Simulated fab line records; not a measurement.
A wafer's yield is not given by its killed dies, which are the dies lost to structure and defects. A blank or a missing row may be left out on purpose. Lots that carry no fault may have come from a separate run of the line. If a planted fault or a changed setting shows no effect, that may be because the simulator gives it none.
Which tool is to blame? -- flow nand_harc -- Sampling: 7 lots, 21 wafers, 5 of 1159 route steps

## WHAT EACH GAUGE READ, for each wafer
NHARC_END_SORT_01.
lot,measured,on,killed_at_array
L358,day 21 03:07,prober-01,30
L367,day 24 03:46,prober-01,17 14 21

## WHAT TOOL EACH LOT RAN ON (gives the tool, then ch and the chambers of the sampled wafers, and finally the start)
lot,NHARC_P_GATE_DEGAS_109,NHARC_P_CONTACT_CMP_01,NHARC_P_CONTACT_ETCH_18,NHARC_P_CONTACT_ETCH_31
L351,"pvd_sputter-01, day 5 09:12","cmp-02 ch 1,2,3, day 5 11:04","rie_diel-08 ch 0,1,3, day 5 12:49 or earlier","rie_diel-08 ch 0,1,3, day 5 12:49"
L352,"pvd_sputter-02, day 5 22:31","cmp-03 ch 1,2,3, day 6 00:23","rie_diel-11 ch 0,1,3, day 6 02:10 or earlier","rie_diel-11 ch 0,1,3, day 6 02:10"
L358,"pvd_sputter-02, day 7 14:50","cmp-01 ch 1,2,3, day 7 16:35","rie_diel-08 ch 0,1,3, day 7 18:22 or earlier","rie_diel-08 ch 0,1,3, day 7 18:22"
L361,"pvd_sputter-01, day 8 19:36","cmp-03 ch 0,2,3, day 8 21:20","rie_diel-08 ch 2,3, day 8 23:07 or earlier","rie_diel-08 ch 1,2,3, day 8 23:07"
L367,"pvd_sputter-02, day 9 16:08","cmp-01 ch 1,3, day 9 18:16","rie_diel-11 ch 2,3, day 9 20:01 or earlier","rie_diel-11 ch 0,1, day 9 20:01"
L368,"pvd_sputter-03, day 10 01:22","cmp-01 ch 0,1,3, day 10 03:24","rie_diel-05 ch 0,2, day 10 06:08 or earlier","rie_diel-05 ch 0,1,2, day 10 06:08"
L373,"pvd_sputter-03, day 11 03:49","cmp-03 ch 0,1,2, day 11 05:36","rie_diel-11 ch 1,2,3, day 11 07:47 or earlier","rie_diel-11 ch 0,2,3, day 11 07:47"
- NHARC_P_GATE_DEGAS_109: time 60 s.
- NHARC_P_CONTACT_CMP_01: polishes SiO2, target thk 200 nm.
- NHARC_P_CONTACT_ETCH_18: etches the open film in C4F8/O2/Ar, target depth 481 nm, time 240.5 s.
- NHARC_P_CONTACT_ETCH_31: etches the open film in CH3F/O2, target depth 30 nm, time 85.7 s.

## THE ANSWER, worked out from the rows above alone
Rule: usual is defined by the lots themselves. The widest of any qualifying gaps counts: lots, ordered by their means at a reading, are off when they make up no more than a third of the lots, leave a main group of 4 or more, and stand apart from it by 3 or more times the standard deviation of that group's means. A main group is skipped when, at the precision printed for the reading in the tables above, its means are all equal. A lot without any number at a reading at which 4 lots or more have one is off too. All remaining lots with rows at the step are treated as sound.
Across all readings shown, no lot is off: no conclusion can be drawn from this.

## WHAT THE SIMULATOR HAD PUT IN
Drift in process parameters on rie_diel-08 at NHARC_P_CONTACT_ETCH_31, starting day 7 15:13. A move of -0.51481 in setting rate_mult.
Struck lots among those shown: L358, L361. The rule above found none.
